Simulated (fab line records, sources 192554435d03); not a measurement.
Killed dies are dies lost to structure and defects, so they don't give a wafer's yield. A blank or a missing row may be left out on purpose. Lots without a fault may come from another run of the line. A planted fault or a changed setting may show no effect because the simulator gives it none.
Chamber matching | flow n5_finfet | N5_BEOL_M6_CURE_75 on uv_cure-02: 3 sister chambers
The step cures SiCOH lowk, time 120 s. 18 wafers are shown with their chamber, then 9 later ones without.

WAFERS WITH THEIR CHAMBER
wafer  | chamber | wafer_temp_C_max | lamp_power_pct (%)
L077.2 | 0       | 371.0            | 52.27
L077.3 | 0       | 371.2            | 52.41
L077.4 | 0       | 371.6            | 52.45
L078.2 | 2       | 371.3            | 52.30
L078.5 | 2       | 371.5            | 52.32
L078.6 | 2       | 371.9            | 52.29
L076.1 | 1       | 372.4            | 52.37
L076.4 | 1       | 372.0            | 52.31
L076.5 | 1       | 372.3            | 52.31
L080.1 | 1       | 372.1            | 52.42
L080.2 | 1       | 371.5            | 52.28
L080.3 | 1       | 371.8            | 52.31
L080.4 | 1       | 371.8            | 52.25
L080.5 | 1       | 371.8            | 52.36
L080.6 | 1       | 371.6            | 52.40
L085.1 | 2       | 371.8            | 52.33
L085.2 | 2       | 372.4            | 52.24
L085.5 | 2       | 371.1            | 52.39

SIGNATURES (means of the wafers above)
reading          | chamber 0 | chamber 1 | chamber 2 | scatter within a chamber
wafer_temp_C_max | 371.267   | 371.922   | 371.667   | 0.367
lamp_power_pct   | 52.3767   | 52.3344   | 52.3117   | 0.0609
Rule: a wafer's distance from a chamber is the root of the sum, over the readings, of the square of ((its reading less the chamber's mean) divided by the reading's scatter). The wafer belongs to the nearest chamber; if the next one is less than 2 further off, it can't be placed. The scatter: the root of (the sum of the squares of (reading less its chamber's mean) over the shown wafers, divided by (wafers less chambers)).

WAFERS WITHOUT THEIR CHAMBER
wafer  | wafer_temp_C_max | lamp_power_pct (%)
L092.1 | 370.9            | 52.30
L092.3 | 370.9            | 52.31
L092.4 | 370.9            | 52.26
L094.3 | 372.9            | 52.25
L094.4 | 371.8            | 52.28
L094.6 | 371.9            | 52.32
L096.2 | 371.7            | 52.31
L096.3 | 371.8            | 52.34
L096.5 | 371.4            | 52.33

WHICH CHAMBER EACH WENT THROUGH
wafer  | from the rows above          | in truth
L092.1 | can't be placed: 0 or 2 or 1 | 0
L092.3 | can't be placed: 0 or 2 or 1 | 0
L092.4 | can't be placed: 0 or 2 or 1 | 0
L094.3 | can't be placed: 1 or 2 or 0 | 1
L094.4 | can't be placed: 2 or 1 or 0 | 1
L094.6 | can't be placed: 1 or 2 or 0 | 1
L096.2 | can't be placed: 2 or 1 or 0 | 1
L096.3 | can't be placed: 1 or 2 or 0 | 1
L096.5 | can't be placed: 2 or 0 or 1 | 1
Placed correctly: 0 of 9. Can't be placed from these rows: 9 (the true chamber is among the candidates in 9). Placed wrongly: 0.
